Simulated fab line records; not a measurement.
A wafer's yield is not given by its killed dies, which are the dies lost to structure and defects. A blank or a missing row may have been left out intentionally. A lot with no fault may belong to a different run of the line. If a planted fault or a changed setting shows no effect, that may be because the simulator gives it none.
fab line records	flow n5Finfet
[record] lots = 7	wafers = 21	lastDay = 18
route steps=1938 shown GATE_CUT@489 BEOL_M4@1111 PASSIVATION@1936
lots that met no fault: from a run of the same line without faults
startH: hours from the record's opening day to when the first of the lot's shown wafers began	waitH: hours from the lot's prior step to this one	" unchanged from the row above	L1.1+2: a single row standing in for several wafers	- no value, or no start given	* or withheld: withheld	< > ~ a bound
route shown NAME@n: a module of which the file shows steps, and the number in the route of the first	usual: mean/standard deviation taken from wafers without a fault	same: alike in all rows	chamber/n: place in a boat	sites: the reading at each site	_std_site: their standard deviation	_edge_site: outer sites' mean less inner sites'	radiusMm: for every site, how far away it sits from the centre of the wafer	mask NAME#n: copy n	behind: the tool/chamber that last shaped the wafer	hold: the reason the lot was held/the length of the hold in hours/how it ended	device: whichever transistor did not switch (one of n, p or np)	end of line: tests of these same wafers at the route's end	a step without rows: its recipe alone	killed: at the first sort, the dies lost to defects and structure; wafer yield is something else	map: the dies of a wafer, with x for killed, . for not killed, _ for no die there
set.NAME: the setting that was run; set.NAME@STEP: the one run at that earlier step	model.NAME: the simulator's own value behind a step, which no gauge read
a table for each step, a row for each wafer; lots at some steps of the route
services: the hour from which a tool's chamber was out of use, counted from the record's first day as startH (under 0 if before that day), plus the number of hours and why
[[steps]]
[step N5_GATE_CUT_INSPECT_15]
[recipe] mode = adi	inspectInstrument = brightfield
[usual] rawDefectCount = 125/35
lot.wafer	tool	chamber	startH	waitH	rawDefectCount
L367.3	defectInspect-01	-	87.31	0.0	167
L367.4	"	-	"	"	82
L367.6	"	-	"	"	122
L375.2	defectInspect-01	-	131.99	0.0	126
L375.4	"	-	"	"	90
L375.6	"	-	"	"	107
L378.4	defectInspect-02	-	152.25	0.0	108
L378.5	"	-	"	"	162
L378.6	"	-	"	"	138
L379.1	defectInspect-01	-	162.35	0.1	129
L379.2	"	-	"	"	124
L379.6	"	-	"	"	139
L381.1	defectInspect-01	-	167.76	0.1	142
L381.3	"	-	"	"	128
L381.5	"	-	"	"	133
L385.1	defectInspect-01	-	193.38	0.1	163
L385.2	"	-	"	"	86
L385.5	"	-	"	"	113
L390.3	defectInspect-01	-	223.04	0.0	136
L390.5	"	-	"	"	85
L390.6	"	-	"	"	142
[step N5_GATE_CUT_DESCUM_18]
[recipe] chemistry = O2	timeS = 7	sourcePowerW = 50	biasPowerW = 20	pressureMtorr = 20	rfFrequencyHz = 2.712e+07	tempC = 40	resist = CAR-EUV	o2FlowSccm = 225
[usual] biasPowerW = 20.00/0.059	drypumpMotorCurrentA = 5.8/0.35	oesProductAu = 0.78/0.091	rfVppV = 243.3/1.1	showerheadPlenumPTorr = 2.11/0.056	throttleValvePct = 20.47/0.26
lot.wafer	tool	chamber	startH	waitH	biasPowerW	drypumpMotorCurrentA	oesProductAu	rfHoursCounterH	rfVppV	showerheadPlenumPTorr	throttleValvePct
L367.3	rieDiel-04	2	87.35	0.0	20.03	5.7	0.85	71	243.8	2.03	20.34
L367.4	"	0	"	"	20.02	6.3	0.68	224	241.9	2.07	20.83
L367.6	"	2	"	"	19.92	5.6	0.85	-	241.4	2.03	20.36
L375.2	rieDiel-04	0	132.02	0.0	19.97	6.3	0.68	238	244.4	2.06	20.87
L375.4	"	3	"	"	19.98	5.4	0.80	101	244.9	2.11	20.35
L375.6	"	2	"	"	19.97	5.6	0.83	-	241.6	2.02	20.38
L378.4	rieDiel-06	1	152.30	0.0	19.88	5.9	0.70	-	243.7	2.08	20.94
L378.5	"	2	"	"	20.03	5.2	0.84	-	244.2	2.12	20.62
L378.6	"	0	"	"	20.11	5.7	0.70	-	243.6	2.17	20.50
L379.1	rieDiel-04	3	162.38	0.0	20.02	5.5	0.79	110	243.5	2.11	20.37
L379.2	"	1	"	"	19.99	5.5	0.69	212	243.4	2.16	20.48
L379.6	"	0	"	"	20.06	6.3	0.67	-	242.8	2.06	20.89
L381.1	rieDiel-06	1	167.87	0.1	20.02	5.9	0.70	215	241.7	2.07	20.96
L381.3	"	0	"	"	19.98	5.8	0.69	225	243.2	2.16	20.51
L381.5	"	0	"	"	19.98	5.7	0.69	-	244.3	2.16	20.51
L385.1	rieDiel-03	3	193.42	0.0	19.94	6.3	0.75	159	244.4	2.18	20.39
L385.2	"	2	"	"	20.00	6.3	0.93	21	243.1	2.06	20.25
L385.5	"	3	"	"	19.90	6.3	0.76	-	242.9	2.18	20.39
L390.3	rieDiel-04	1	223.53	0.5	19.97	5.5	0.68	234	242.9	2.15	20.51
L390.5	"	0	"	"	19.98	6.3	0.93	-	243.8	2.05	20.55
L390.6	"	1	"	"	19.99	5.6	0.67	-	243.6	2.15	20.52
[step N5_GATE_CUT_ETCH_28]
[recipe] chemistry = N2/H2	target = underlayer	targetDepthA = 130	maskMaterial = CAR-EUV	timeS = 10.4	ionEnergyEv = 200	pressureMtorr = 30	sourceW = 840	biasW = 150	n2FlowSccm = 200	h2FlowSccm = 200	ends = cleared
[step N5_GATE_CUT_ETCH_36]
[recipe] chemistry = CF4	target = SiARC	targetDepthA = 130	maskMaterial = CAR-EUV	timeS = 21.7	ionEnergyEv = 80	pressureMtorr = 40	sourceW = 545	biasW = 36	Ar_flow_sccm = 100	cf4FlowSccm = 100	ends = cleared
[step N5_GATE_CUT_ETCH_37]
[recipe] chemistry = N2/H2	target = SOC	targetDepthA = 600	overetchA = 120	maskMaterial = SiARC	tempC = 40	timeS = 90	ionEnergyEv = 200	pressureMtorr = 30	sourceW = 840	biasW = 150	n2FlowSccm = 200	h2FlowSccm = 200
[step N5_GATE_CUT_STRIP_38]
[recipe] chemistry = N2/H2	tempC = 40	n2FlowSccm = 200	h2FlowSccm = 200	rfFrequencyHz = 6e+07
[step N5_GATE_CUT_STRIP_39]
[recipe] chemistry = N2/H2	tempC = 40	n2FlowSccm = 200	h2FlowSccm = 200	rfFrequencyHz = 6e+07
[step N5_GATE_CUT_HM_OPEN_40]
[recipe] chemistry = C4F6/O2	target = SiO2	maskMaterial = SiARC	targetDepthA = 1390	timeS = 85.1	ionEnergyEv = 250	pressureMtorr = 30	sourceW = 345	biasW = 185	Ar_flow_sccm = 300	C4F6_flow_sccm = 10	O2_flow_sccm = 10	ends = cleared
[step N5_GATE_CUT_STRIP_41]
[recipe] chemistry = CF4	resist = SiARC	powerW = 300	biasPowerW = 75	pressureMtorr = 50	cf4FlowSccm = 150	rfFrequencyHz = 6e+07
[usual] biasPowerW = 74.99/0.22	drypumpMotorCurrentA = 5.8/0.35	oesProductAu = 0.180/0.02	powerW = 300.0/0.92	rfVppV = 271.4/1.3	showerheadPlenumPTorr = 1.81/0.045	throttleValvePct = 13.63/0.27
lot.wafer	tool	chamber	startH	waitH	biasPowerW	drypumpMotorCurrentA	oesProductAu	powerW	rfHoursCounterH	rfVppV	showerheadPlenumPTorr	throttleValvePct
L367.3	rieDiel-04	2	87.57	0.0	74.50	5.6	0.203	300.0	71	270.5	1.75	13.45
L367.4	"	0	"	"	75.02	6.3	0.155	301.4	224	270.8	1.78	14.07
L367.6	"	2	"	"	74.54	5.6	0.193	300.6	-	270.0	1.75	13.46
L375.2	rieDiel-04	0	132.25	0.0	74.74	6.3	0.159	299.6	238	270.5	1.77	14.09
L375.4	"	3	"	"	74.86	5.4	0.187	301.1	101	271.2	1.81	13.51
L375.6	"	2	"	"	75.09	5.6	0.198	301.0	-	270.7	1.74	13.47
L378.4	rieDiel-06	1	152.51	0.0	75.08	5.9	0.163	299.3	-	270.8	1.77	14.07
L378.5	"	2	"	"	75.26	5.2	0.184	299.0	-	272.1	1.83	13.74
L378.6	"	0	"	"	75.11	5.7	0.164	298.4	-	273.8	1.84	13.69
L379.1	rieDiel-04	3	162.61	0.0	74.94	5.4	0.184	300.0	110	270.6	1.81	13.53
L379.2	"	1	"	"	75.15	5.6	0.160	300.0	212	272.6	1.85	13.69
L379.6	"	0	"	"	75.15	6.3	0.158	299.4	-	270.4	1.77	14.13
L381.1	rieDiel-06	1	168.09	0.0	75.26	5.9	0.166	302.1	215	270.8	1.77	14.08
L381.3	"	0	"	"	75.04	5.7	0.164	299.1	225	270.6	1.84	13.70
L381.5	"	0	"	"	74.80	5.7	0.160	297.8	-	272.1	1.84	13.68
L385.1	rieDiel-03	3	193.64	0.0	74.73	6.3	0.170	298.5	160	271.7	1.87	13.59
L385.2	"	2	"	"	74.62	6.3	0.209	299.7	21	270.9	1.77	13.27
L385.5	"	3	"	"	74.94	6.3	0.172	299.3	-	271.2	1.87	13.59
L390.3	rieDiel-04	1	223.75	0.0	74.82	5.6	0.157	301.8	234	271.2	1.84	13.75
L390.5	"	0	"	"	74.70	6.3	0.208	300.4	-	269.5	1.77	13.57
L390.6	"	1	"	"	74.95	5.6	0.159	300.1	-	273.6	1.84	13.76
[step N5_GATE_CUT_STRIP_42]
[recipe] chemistry = O2	powerW = 400	tempC = 40	pressureMtorr = 30	rfFrequencyHz = 6e+07	biasPowerW = 0	overashFraction = 0.3	o2FlowSccm = 225
[usual] drypumpMotorCurrentA = 5.8/0.35	oesProductAu = 0.78/0.091	rfVppV = 3.6/0.48	showerheadPlenumPTorr = 2.11/0.056	throttleValvePct = 16.71/0.26
[same] biasPowerW = 0
lot.wafer	tool	chamber	startH	waitH	drypumpMotorCurrentA	oesProductAu	rfHoursCounterH	rfVppV	showerheadPlenumPTorr	throttleValvePct
L367.3	rieDiel-04	2	87.59	0.0	5.6	0.85	71	3.2	2.03	16.57
L367.4	"	0	"	"	6.3	0.67	224	3.5	2.07	17.11
L367.6	"	2	"	"	5.6	0.84	-	3.9	2.03	16.56
L375.2	rieDiel-04	0	132.27	0.0	6.3	0.68	238	3.3	2.07	17.15
L375.4	"	3	"	"	5.4	0.81	101	3.8	2.11	16.57
L375.6	"	2	"	"	5.6	0.84	-	4.1	2.03	16.58
L378.4	rieDiel-06	1	152.54	0.0	5.9	0.70	-	4.0	2.08	17.18
L378.5	"	2	"	"	5.2	0.84	-	3.8	2.12	16.82
L378.6	"	0	"	"	5.7	0.70	-	2.5	2.17	16.79
L379.1	rieDiel-04	3	162.63	0.0	5.5	0.79	110	3.2	2.11	16.59
L379.2	"	1	"	"	5.6	0.69	212	4.2	2.16	16.75
L379.6	"	0	"	"	6.3	0.67	-	4.5	2.06	17.16
L381.1	rieDiel-06	1	168.11	0.0	5.9	0.70	215	4.2	2.08	17.21
L381.3	"	0	"	"	5.7	0.70	225	3.6	2.17	16.78
L381.5	"	0	"	"	5.7	0.69	-	3.3	2.17	16.76
L385.1	rieDiel-03	3	193.66	0.0	6.3	0.75	160	3.7	2.18	16.63
L385.2	"	2	"	"	6.3	0.92	21	4.1	2.06	16.42
L385.5	"	3	"	"	6.3	0.75	-	3.2	2.18	16.65
L390.3	rieDiel-04	1	223.77	0.0	5.6	0.67	234	3.4	2.16	16.80
L390.5	"	0	"	"	6.3	0.93	-	3.2	2.06	16.75
L390.6	"	1	"	"	5.6	0.67	-	3.0	2.16	16.79
[step N5_GATE_CUT_ETCH_19]
[recipe] chemistry = CH3F/O2	target = SiNx	maskMaterial = SiO2	targetDepthA = 537	timeS = 76.7	pressureMtorr = 30	sourceW = 395	biasW = 73	Ar_flow_sccm = 150	CH3F_flow_sccm = 30	O2_flow_sccm = 20	ionEnergyEv = 120	ends = cleared
[usual] drypumpMotorCurrentA = 5.8/0.35	etchRfOnTimeS = 76.9/0.89	oesProductAu = 0.67/0.076	rfFwdPowerW = 390.8/1.5	rfVppV = 297/3.6	showerheadPlenumPTorr = 2.01/0.053	throttleValvePct = 16.38/0.26
lot.wafer	tool	chamber	startH	waitH	drypumpMotorCurrentA	etchRfOnTimeS	oesProductAu	rfFwdPowerW	rfHoursCounterH	rfVppV	showerheadPlenumPTorr	throttleValvePct
L367.3	rieDiel-04	2	87.63	0.0	5.6	76.7	0.72	390.9	72	294	1.94	16.23
L367.4	"	0	"	"	6.3	78.5	0.57	390.9	224	294	1.97	16.78
L367.6	"	2	"	"	5.6	76.7	0.72	389.5	-	294	1.94	16.24
L375.2	rieDiel-04	0	132.31	0.0	6.3	78.4	0.57	391.1	238	298	1.97	16.80
L375.4	"	3	"	"	5.5	76.5	0.69	392.2	101	299	2.02	16.28
L375.6	"	2	"	"	5.7	76.5	0.71	390.6	-	294	1.94	16.27
L378.4	rieDiel-06	1	152.61	0.0	5.9	77.0	0.62	387.1	-	303	1.98	16.84
L378.5	"	2	"	"	5.2	76.5	0.72	390.0	-	301	2.02	16.47
L378.6	"	0	"	"	5.7	77.6	0.60	390.4	-	302	2.06	16.37
L379.1	rieDiel-04	3	162.67	0.0	5.4	77.3	0.68	390.3	110	298	2.01	16.30
L379.2	"	1	"	"	5.5	77.4	0.58	392.4	212	294	2.07	16.45
L379.6	"	0	"	"	6.3	78.8	0.56	391.2	-	296	1.97	16.84
L381.1	rieDiel-06	1	168.15	0.0	5.9	77.6	0.60	387.3	215	304	1.98	16.85
L381.3	"	0	"	"	5.7	77.3	0.59	391.0	225	303	2.06	16.40
L381.5	"	0	"	"	5.7	77.1	0.59	390.9	-	301	2.06	16.41
L385.1	rieDiel-03	3	193.70	0.0	6.3	77.7	0.64	393.7	160	295	2.08	16.34
L385.2	"	2	"	"	6.3	76.6	0.77	392.1	21	292	1.96	16.03
L385.5	"	3	"	"	6.3	78.4	0.64	392.5	-	295	2.08	16.31
L390.3	rieDiel-04	1	223.81	0.0	5.5	77.5	0.57	390.6	234	294	2.06	16.48
L390.5	"	0	"	"	6.3	75.8	0.78	388.4	-	296	1.96	16.40
L390.6	"	1	"	"	5.5	77.3	0.57	391.7	-	295	2.06	16.48
[step N5_GATE_CUT_CUT_ETCH_53]
[recipe] chemistry = SF6/Cl2	target = W	maskMaterial = SiO2	targetDepthA = 792	pressureMtorr = 8	icpW = 900	biasW = 80	SF6_flow_sccm = 40	Cl2_flow_sccm = 60	ends = cleared
[step N5_GATE_CUT_CUT_ETCH_54]
[recipe] chemistry = Cl2/BCl3	target = TiN	maskMaterial = SiO2	targetDepthA = 967	pressureMtorr = 10	icpW = 1000	biasW = 126	Cl2_flow_sccm = 53.25	bcl3FlowSccm = 21.75	Ar_flow_sccm = 25	ends = cleared
[usual] drypumpMotorCurrentA = 5.3/0.4	etchRfOnTimeS = 36.9/0.61	oesProductAu = 0.67/0.087	rfFwdPowerW = 977/3.9	throttleValvePct = 22.28/0.14
lot.wafer	tool	chamber	startH	waitH	drypumpMotorCurrentA	etchRfOnTimeS	oesProductAu	rfFwdPowerW	rfHoursCounterH	throttleValvePct
L367.3	rieMetal-03	1	87.82	0.0	5.6	36.7	0.55	973	-	22.38
L367.4	"	0	"	"	4.9	36.7	0.72	976	-	22.31
L367.6	"	1	"	"	5.6	36.1	0.55	974	-	22.40
L375.2	rieMetal-03	0	132.48	0.0	4.9	36.8	0.70	974	37	22.30
L375.4	"	1	"	"	5.6	36.3	0.55	978	-	22.40
L375.6	"	1	"	"	5.6	36.1	0.55	980	-	22.38
L378.4	rieMetal-03	1	152.75	0.0	5.6	29.9	0.61	1213	-	22.29
L378.5	"	1	"	"	5.6	29.8	0.61	1215	-	22.28
L378.6	"	0	"	"	4.9	30.1	0.80	1217	-	22.19
L379.1	rieMetal-03	1	162.84	0.0	5.6	30.1	0.61	1217	138	22.29
L379.2	"	0	"	"	4.9	30.6	0.78	1214	39	22.20
L379.6	"	0	"	"	4.9	30.4	0.79	1214	-	22.20
L381.1	rieMetal-03	0	168.42	0.1	4.9	30.5	0.79	1214	41	22.19
L381.3	"	0	"	"	4.9	30.4	0.78	1214	-	22.18
L381.5	"	0	"	"	4.9	30.4	0.78	1213	-	22.20
L385.1	rieMetal-02	0	193.87	0.0	5.9	37.5	0.70	987	44	22.08
L385.2	"	1	"	"	5.3	37.9	0.61	971	74	22.44
L385.5	"	1	"	"	5.3	37.7	0.61	973	-	22.44
L390.3	rieMetal-01	1	224.00	0.0	4.9	36.5	0.77	978	-	22.19
L390.5	"	0	"	"	5.4	36.7	0.81	975	-	21.97
L390.6	"	1	"	"	4.9	36.4	0.76	978	-	22.20
[step N5_GATE_CUT_CUT_ETCH_55]
[recipe] chemistry = BCl3	target = HfO2	maskMaterial = SiO2	targetDepthA = 32	ionEnergyEv = 30	pressureMtorr = 5	icpW = 450	biasW = 18	bcl3FlowSccm = 80
[usual] drypumpMotorCurrentA = 5.3/0.41	oesProductAu = 0.75/0.097	rfFwdPowerW = 439.9/1.4	throttleValvePct = 33.04/0.14
lot.wafer	tool	chamber	startH	waitH	drypumpMotorCurrentA	oesProductAu	rfFwdPowerW	rfHoursCounterH	throttleValvePct
L367.3	rieMetal-03	1	87.87	0.0	5.6	0.60	441.0	-	33.07
L367.4	"	0	"	"	4.9	0.80	442.1	-	33.11
L367.6	"	1	"	"	5.6	0.60	440.2	-	33.06
L375.2	rieMetal-03	0	132.54	0.0	4.9	0.78	439.6	37	33.12
L375.4	"	1	"	"	5.7	0.60	439.5	-	33.07
L375.6	"	1	"	"	5.7	0.60	440.8	-	33.05
L378.4	rieMetal-03	1	152.80	0.0	5.7	0.59	441.3	-	33.06
L378.5	"	1	"	"	5.6	0.60	441.0	-	33.06
L378.6	"	0	"	"	4.9	0.77	438.9	-	33.13
L379.1	rieMetal-03	1	162.90	0.0	5.6	0.59	438.5	138	33.05
L379.2	"	0	"	"	4.9	0.78	442.0	39	33.12
L379.6	"	0	"	"	4.9	0.77	439.6	-	33.13
L381.1	rieMetal-03	0	168.54	0.1	4.9	0.77	437.8	41	33.13
L381.3	"	0	"	"	4.9	0.77	438.9	-	33.14
L381.5	"	0	"	"	4.9	0.78	440.9	-	33.11
L385.1	rieMetal-02	0	193.93	0.0	5.9	0.78	438.5	44	32.90
L385.2	"	1	"	"	5.4	0.67	438.5	74	33.20
L385.5	"	1	"	"	5.3	0.67	440.7	-	33.23
L390.3	rieMetal-01	1	224.05	0.0	4.8	0.84	439.1	-	32.85
L390.5	"	0	"	"	5.4	0.90	438.7	-	32.68
L390.6	"	1	"	"	4.8	0.85	441.1	-	32.86
[step N5_BEOL_M4_RC_MEAS_101]
[usual] DIBL_N = 36.5/1.4	DIBL_P = 36.5/1.6	IOFF_N = 0.163/0.022	IOFF_P = 0.219/0.029	ION_N = 675/8.3	ION_P = 464/6.2	SS_N = 71.5/0.52	SS_P = 73.4/0.57	VT_N = 249.7/2.6	VT_P = -250/3
lot.wafer	tool	chamber	startH	waitH	DIBL_N[mV/V]	DIBL_P[mV/V]	IOFF_N[nA/um]	IOFF_P[nA/um]	ION_N[uA/um]	ION_P[uA/um]	SS_N[mV/dec]	SS_P[mV/dec]	VT_N[mV]	VT_P[mV]
L367.3	prober-02	0	165.29	0.7	36.7	35.8	0.147	0.195	672	460	71.0	72.1	252.0	-250
L367.4	"	0	"	"	37.4	37.4	0.170	0.224	679	465	71.5	73.7	248.7	-248
L367.6	"	0	"	"	36.9	36.6	0.160	0.207	668	462	71.7	73.0	249.6	-252
L375.2	prober-01	0	214.85	0.2	36.9	36.2	0.167	0.253	685	473	71.2	73.3	249.1	-244
L375.4	"	0	"	"	34.2	33.7	0.129	0.213	673	468	71.0	72.0	252.0	-248
L375.6	"	0	"	"	35.3	34.5	0.141	0.221	681	469	71.2	72.5	248.7	-248
L378.4	prober-02	0	232.44	0.5	38.3	38.4	0.217	0.288	693	475	71.7	73.1	245.6	-242
L378.5	"	0	"	"	37.1	38.1	0.190	0.275	686	478	71.1	73.4	245.2	-246
L378.6	"	0	"	"	36.1	37.9	0.180	0.271	684	476	70.4	73.4	247.6	-242
L379.1	prober-02	0	248.00	0.0	36.6	35.6	0.175	0.246	674	471	72.5	73.1	246.5	-247
L379.2	"	0	"	"	36.0	35.5	0.164	0.233	677	467	71.6	73.6	243.1	-247
L379.6	"	0	"	"	36.1	35.9	0.170	0.235	681	472	71.4	73.8	247.6	-245
L381.1	prober-02	0	258.55	0.0	35.7	37.0	0.156	0.231	670	464	71.7	73.9	252.4	-247
L381.3	"	0	"	"	37.2	38.7	0.187	0.253	673	463	72.3	73.9	248.2	-248
L381.5	"	0	"	"	36.4	37.9	0.164	0.237	672	466	71.9	74.1	249.8	-247
L385.1	prober-01	0	282.69	0.0	39.3	40.7	0.207	0.254	679	466	72.0	75.2	246.7	-249
L385.2	"	0	"	"	39.1	41.1	0.204	0.262	684	470	71.9	73.8	247.3	-249
L385.5	"	0	"	"	38.5	40.1	0.188	0.236	686	469	71.7	74.2	246.6	-251
L390.3	prober-02	0	317.03	0.3	36.0	35.2	0.146	0.213	671	470	72.1	73.3	251.6	-248
L390.5	"	0	"	"	36.0	35.6	0.148	0.219	673	463	71.5	73.5	250.7	-249
L390.6	"	0	"	"	34.4	32.7	0.123	0.188	675	471	70.1	73.1	250.2	-250
[step N5_PASSIVATION_PROBE_49]
[usual] defectLimitedYield = 91.2/1.6	killed_at_M0_to_M3 = 33/11	killed_at_M4_up = 15/6.2	killedAtContacts = 15/7.1	killedAtFrontEnd = 38/12	killedAtOther = 4/3.5	killedDies = 104/19	killedOpen = 69/14	killedShort = 34/8.5	sort_bin_5_function = 5.2/0.99	sort_bin_6_memory = 3.3/0.77	sortNPass = 1076/19	sortYieldPct = 91.2/1.6
[same] grossDies = 1180	killedAtBackSide = 0	sort_bin_4_leakage[%] = 0	sort_bin_8_speed[%] = 0
lot.wafer	tool	chamber	startH	waitH	defectLimitedYield[%]	killed_at_M0_to_M3	killed_at_M4_up	killedAtContacts	killedAtFrontEnd	killedAtOther	killedDies	killedOpen	killedShort	sort_bin_5_function[%]	sort_bin_6_memory[%]	sortNPass	sortYieldPct[%]
L367.3	prober-02	-	264.88	0.1	92.4	29	5	7	42	7	90	51	39	4.5	2.9	1090	92.4
L367.4	prober-02	-	264.93	0.2	92.1	22	16	11	31	13	93	53	39	4.6	2.9	1087	92.1
L367.6	prober-02	-	265.03	0.3	90.1	30	12	12	56	7	117	66	49	5.9	3.5	1063	90.1
L375.2	prober-02	-	321.03	0.1	91.6	23	15	19	42	0	99	59	40	5.2	3.1	1081	91.6
L375.4	prober-02	-	321.13	0.2	92.8	23	18	11	30	3	85	57	26	4.2	2.7	1095	92.8
L375.6	prober-02	-	321.23	0.3	90.8	22	19	31	36	1	109	70	34	5.3	3.5	1071	90.8
L378.4	prober-02	-	335.21	0.2	92.3	26	15	10	35	5	91	68	23	4.4	3.2	1089	92.3
L378.5	prober-02	-	335.26	0.2	91.4	27	12	13	46	4	102	71	31	5.2	2.8	1078	91.4
L378.6	prober-02	-	335.31	0.3	90.7	43	19	4	41	3	110	74	35	6.0	3.0	1070	90.7
L379.1	prober-01	-	354.76	0.0	91.2	44	6	9	41	4	104	68	35	5.6	2.7	1076	91.2
L379.2	prober-01	-	354.81	0.1	93.2	39	10	6	17	8	80	57	23	4.4	1.9	1100	93.2
L379.6	prober-01	-	355.01	0.3	91.7	33	14	15	26	10	98	70	28	5.1	3.1	1082	91.7
L381.1	prober-02	-	375.12	0.0	88.3	45	20	14	51	8	138	93	43	7.9	3.4	1042	88.3
L381.3	prober-02	-	375.22	0.1	89.1	22	13	9	82	3	129	84	44	6.4	4.1	1051	89.1
L381.5	prober-02	-	375.32	0.2	89.9	30	12	8	61	8	119	66	53	5.5	4.0	1061	89.9
// killed by level:class
L367.3 BEOL_M0_SAQP:geometricParticle:short=10 BEOL_M0_SAQP:geometricParticle:open=9 FIN_SAQP:geometricParticle:short=8 FIN_SAQP:geometricParticle:open=7 STI_FIN_REVEAL:geometricParticle:open=6 MOL_CONTACT_COAG:geometricParticle:open=6 DUMMY_GATE:geometricParticle:open=5 GATE_CUT:geometricParticle:short=5
L367.4 MOL_CONTACT_COAG:geometricParticle:open=11 BEOL_M3:geometricParticle:open=9 PASS1_CAP:geometricParticle:short=7 FIN_SAQP:geometricParticle:short=6 BEOL_M0_SAQP:geometricParticle:open=5 FIN_SAQP:geometricParticle:open=4 DUMMY_GATE:geometricParticle:open=3 ILD0:geometricParticle:open=3
L367.6 FIN_SAQP:geometricParticle:open=18 FIN_SAQP:geometricParticle:short=12 BEOL_M0_SAQP:geometricParticle:short=12 MOL_CONTACT_COAG:geometricParticle:open=10 BEOL_M0_SAQP:geometricParticle:open=8 DUMMY_GATE:geometricParticle:open=5 GATE_CUT:geometricParticle:short=4 BEOL_M3:geometricParticle:open=4
L375.2 MOL_CONTACT_COAG:geometricParticle:open=15 FIN_SAQP:geometricParticle:short=9 FIN_SAQP:geometricParticle:open=8 GATE_CUT:geometricParticle:short=7 BEOL_M0_SAQP:geometricParticle:short=6 BEOL_M0_SAQP:geometricParticle:open=6 GATE_CUT:geometricParticle:open=5 BEOL_M5:geometricParticle:open=5
L375.4 STI_FIN_REVEAL:geometricParticle:open=10 MOL_CONTACT_COAG:geometricParticle:open=9 BEOL_M0_SAQP:geometricParticle:open=8 BEOL_M4:geometricParticle:open=8 BEOL_M0_SAQP:geometricParticle:short=6 BEOL_M5:geometricParticle:open=5 FIN_SAQP:geometricParticle:open=4 STI_FIN_REVEAL:geometricParticle:short=3
L375.6 MOL_CONTACT_COAG:geometricParticle:open=24 BEOL_M4:geometricParticle:open=10 MOL_CONTACT_COAG:geometricParticle:short=7 GATE_CUT:geometricParticle:short=6 BEOL_M0_SAQP:geometricParticle:short=6 STARTING-WAFER:geometricParticle:open=5 FIN_SAQP:geometricParticle:short=4 FIN_SAQP:geometricParticle:open=4
L378.4 STI_FIN_REVEAL:geometricParticle:open=10 MOL_CONTACT_COAG:geometricParticle:open=8 BEOL_M2:geometricParticle:open=8 ILD0:geometricParticle:open=7 BEOL_M0_SAQP:geometricParticle:short=7 BEOL_M4:geometricParticle:open=7 BEOL_M0_SAQP:geometricParticle:open=4 BEOL_M1:geometricParticle:open=4
L378.5 STI_FIN_REVEAL:geometricParticle:open=18 MOL_CONTACT_COAG:geometricParticle:open=13 BEOL_M0_SAQP:geometricParticle:short=8 FIN_SAQP:geometricParticle:open=7 BEOL_M1:geometricParticle:open=6 BEOL_M3:geometricParticle:open=5 STARTING-WAFER:geometricParticle:short=5 ILD0:geometricParticle:short=4
L378.6 BEOL_M2:geometricParticle:open=12 BEOL_M1:geometricParticle:open=11 FIN_SAQP:geometricParticle:open=10 BEOL_M4:geometricParticle:open=10 FIN_SAQP:geometricParticle:short=8 BEOL_M3:geometricParticle:open=7 BEOL_M1:geometricParticle:short=5 BEOL_M0_SAQP:geometricParticle:open=4
L379.1 STI_FIN_REVEAL:geometricParticle:open=15 BEOL_M0_SAQP:geometricParticle:short=12 BEOL_M1:geometricParticle:open=10 MOL_CONTACT_COAG:geometricParticle:open=8 BEOL_M0_SAQP:geometricParticle:open=8 BEOL_M2:geometricParticle:open=5 BEOL_M3:geometricParticle:open=5 STI_FIN_REVEAL:geometricParticle:short=4
L379.2 BEOL_M1:geometricParticle:open=14 BEOL_M3:geometricParticle:open=10 MOL_CONTACT_COAG:geometricParticle:open=5 BEOL_M0_SAQP:geometricParticle:open=4 BEOL_M2:geometricParticle:open=4 BEOL_M0_SAQP:geometricParticle:short=3 BEOL_M3:geometricParticle:short=3 BEOL_M4:geometricParticle:open=3
L379.6 MOL_CONTACT_COAG:geometricParticle:open=12 BEOL_M3:geometricParticle:open=11 BEOL_M0_SAQP:geometricParticle:open=9 BEOL_M0_SAQP:geometricParticle:short=7 STI_FIN_REVEAL:geometricParticle:open=6 GATE_CUT:geometricParticle:open=5 BEOL_M4:geometricParticle:open=4 MOL_CONTACT_COAG:geometricParticle:short=3
L381.1 STI_FIN_REVEAL:geometricParticle:open=16 FIN_SAQP:geometricParticle:open=11 MOL_CONTACT_COAG:geometricParticle:open=11 BEOL_M3:geometricParticle:open=8 BEOL_M0_SAQP:geometricParticle:short=8 BEOL_M0_SAQP:geometricParticle:open=7 FIN_SAQP:geometricParticle:short=6 BEOL_M2:geometricParticle:open=6
L381.3 FIN_SAQP:geometricParticle:open=24 STI_FIN_REVEAL:geometricParticle:open=20 FIN_SAQP:geometricParticle:short=15 STI_FIN_REVEAL:geometricParticle:short=9 MOL_CONTACT_COAG:geometricParticle:open=7 BEOL_M0_SAQP:geometricParticle:open=6 BEOL_M4:geometricParticle:open=5 BEOL_M2:geometricParticle:open=4
L381.5 STI_FIN_REVEAL:geometricParticle:open=15 FIN_SAQP:geometricParticle:short=14 FIN_SAQP:geometricParticle:open=10 BEOL_M0_SAQP:geometricParticle:short=9 BEOL_M1:geometricParticle:open=7 MOL_CONTACT_COAG:geometricParticle:open=6 STARTING-WAFER:geometricParticle:open=4 BEOL_M4:geometricParticle:open=4
[[services]]
tool	chamber	startH	hours	kind
rieMetal-01	0	95.81	3.2	repair
rieDiel-03	2	103.59	-	clean
rieDiel-03	2	103.59	-	consumableReplace:focusRing
rieDiel-03	2	103.59	19.6	scheduledDown
rieDiel-03	2	103.59	19.6	ventCycle
rieDiel-06	1	114.71	23.0	repair
rieDiel-06	3	114.84	4.0	repair
rieDiel-06	3	138.00	-	clean
rieDiel-06	3	138.00	-	consumableReplace:focusRing
rieDiel-06	3	138.00	20.4	scheduledDown
rieDiel-06	3	138.00	20.4	ventCycle
rieDiel-04	1	139.91	2.5	repair
rieDiel-03	1	140.98	6.8	repair
rieDiel-04	-	163.06	1.1	repair
rieMetal-03	1	168.30	-	clean
rieMetal-03	1	168.30	19.2	scheduledDown
rieMetal-03	1	168.30	19.2	ventCycle
rieMetal-01	0	169.44	23.2	repair
rieDiel-04	0	170.61	-	clean
rieDiel-04	0	170.61	-	consumableReplace:focusRing
rieDiel-04	0	170.61	19.5	scheduledDown
rieDiel-04	0	170.61	19.5	ventCycle
rieDiel-04	3	206.29	13.1	repair
[[key]]
[firstSign] step = N5_GATE_CUT_CUT_ETCH_54	reading = rfFwdPowerW	direction = up	sigmas = 61	usual = *	struck = *
[effect] step = N5_GATE_CUT_CUT_ETCH_54	reading = etchRfOnTimeS	direction = down	sigmas = 11	usual = *	struck = *
metAt N5_GATE_CUT_CUT_ETCH_54
struckWafers L378.4,L378.5,L378.6,L379.1,L379.2,L379.6,L381.1,L381.3,L381.5
onsetBetween 132.48 152.75
[fault] kind = processParameterDrift	tool = rieMetal-03	chamber = -	onsetH = 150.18	steps = N5_GATE_CUT_CUT_ETCH_54	channel = icpW	offset = 240	shape = step	endH = 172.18	actsIn = theseRecipesOnly	stated = 1000
